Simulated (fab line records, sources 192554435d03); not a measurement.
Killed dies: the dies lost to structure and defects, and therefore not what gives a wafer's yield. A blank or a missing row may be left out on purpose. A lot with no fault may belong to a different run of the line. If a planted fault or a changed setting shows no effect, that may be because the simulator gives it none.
Matching of chambers + flow n5Finfet + N5_BEOL_M5_DEP_56 on pecvd-01: 3 sister chambers
The step deposits SiCN from 3MS/NH3, target thk 8 nm, time 14 s. 27 wafers are shown with their chamber, then 12 later ones without.

## EACH WAFER AND ITS CHAMBER
| wafer  | chamber | throttleValvePct (%) | showerheadPlenumPTorr (Torr) |
|--------|---------|----------------------|------------------------------|
| L075.2 | 1       | 9.3                  | 3.649                        |
| L075.5 | 0       | 9.2                  | 3.635                        |
| L075.6 | 1       | 9.1                  | 3.653                        |
| L074.1 | 2       | 8.5                  | 3.665                        |
| L074.2 | 0       | 9.3                  | 3.643                        |
| L074.3 | 1       | 9.1                  | 3.653                        |
| L080.2 | 2       | 8.9                  | 3.647                        |
| L080.4 | 2       | 8.6                  | 3.665                        |
| L080.6 | 0       | 9.0                  | 3.642                        |
| L078.2 | 0       | 9.1                  | 3.640                        |
| L078.3 | 1       | 9.0                  | 3.646                        |
| L078.4 | 2       | 8.3                  | 3.649                        |
| L079.1 | 0       | 9.2                  | 3.635                        |
| L079.3 | 1       | 9.1                  | 3.652                        |
| L079.4 | 1       | 9.2                  | 3.654                        |
| L083.1 | 0       | 8.8                  | 3.635                        |
| L083.4 | 2       | 8.5                  | 3.654                        |
| L083.6 | 1       | 9.2                  | 3.646                        |
| L084.1 | 2       | 8.7                  | 3.658                        |
| L084.3 | 1       | 9.1                  | 3.656                        |
| L084.4 | 2       | 8.6                  | 3.659                        |
| L086.1 | 1       | 9.0                  | 3.642                        |
| L086.2 | 2       | 8.5                  | 3.658                        |
| L086.4 | 1       | 9.1                  | 3.652                        |
| L085.3 | 0       | 9.3                  | 3.628                        |
| L085.5 | 2       | 8.8                  | 3.659                        |
| L085.6 | 0       | 9.0                  | 3.629                        |

SIGNATURES (means of the wafers above)
| reading               | chamber 0 | chamber 1 | chamber 2 | scatter within a chamber |
|-----------------------|-----------|-----------|-----------|--------------------------|
| throttleValvePct      | 9.113     | 9.120     | 8.600     | 0.151                    |
| showerheadPlenumPTorr | 3.63587   | 3.65030   | 3.65711   | 0.00541                  |
Rule: for each reading, subtract the chamber's mean from the wafer's reading, divide by that reading's scatter and square the result; add these up over the readings and take the root, which gives the wafer's distance from the chamber. The wafer belongs to the nearest chamber; if the next one is less than 2 further off, it can't be placed. How the scatter is found: for the shown wafers, subtract from each reading the mean of its chamber, square and add these, divide the total by (wafers less chambers), then take the root.

## WAFERS WHOSE CHAMBER IS MISSING
| wafer  | throttleValvePct (%) | showerheadPlenumPTorr (Torr) |
|--------|----------------------|------------------------------|
| L092.2 | 8.9                  | 3.637                        |
| L092.3 | 8.7                  | 3.654                        |
| L092.4 | 9.0                  | 3.645                        |
| L089.1 | 9.0                  | 3.632                        |
| L089.2 | 9.0                  | 3.647                        |
| L089.4 | 8.7                  | 3.668                        |
| L091.1 | 8.8                  | 3.659                        |
| L091.2 | 9.0                  | 3.634                        |
| L091.3 | 9.0                  | 3.645                        |
| L091.4 | 9.0                  | 3.658                        |
| L091.5 | 9.3                  | 3.629                        |
| L091.6 | 8.9                  | 3.647                        |

## EACH ONE'S CHAMBER
| wafer  | from the rows above          | in truth |
|--------|------------------------------|----------|
| L092.2 | can't be placed: 0 or 1      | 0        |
| L092.3 | can't be placed: 2 or 1      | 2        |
| L092.4 | can't be placed: 1 or 0      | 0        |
| L089.1 | 0                            | 0        |
| L089.2 | can't be placed: 1 or 0      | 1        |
| L089.4 | 2                            | 2        |
| L091.1 | can't be placed: 2 or 1      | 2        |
| L091.2 | 0                            | 0        |
| L091.3 | can't be placed: 1 or 0      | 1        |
| L091.4 | can't be placed: 1 or 2      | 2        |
| L091.5 | 0                            | 0        |
| L091.6 | can't be placed: 1 or 0 or 2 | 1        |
Correct placement for 4 of the 12. Can't be placed from these rows: 8 (the true chamber is among the candidates in 8). Placed wrongly: 0.
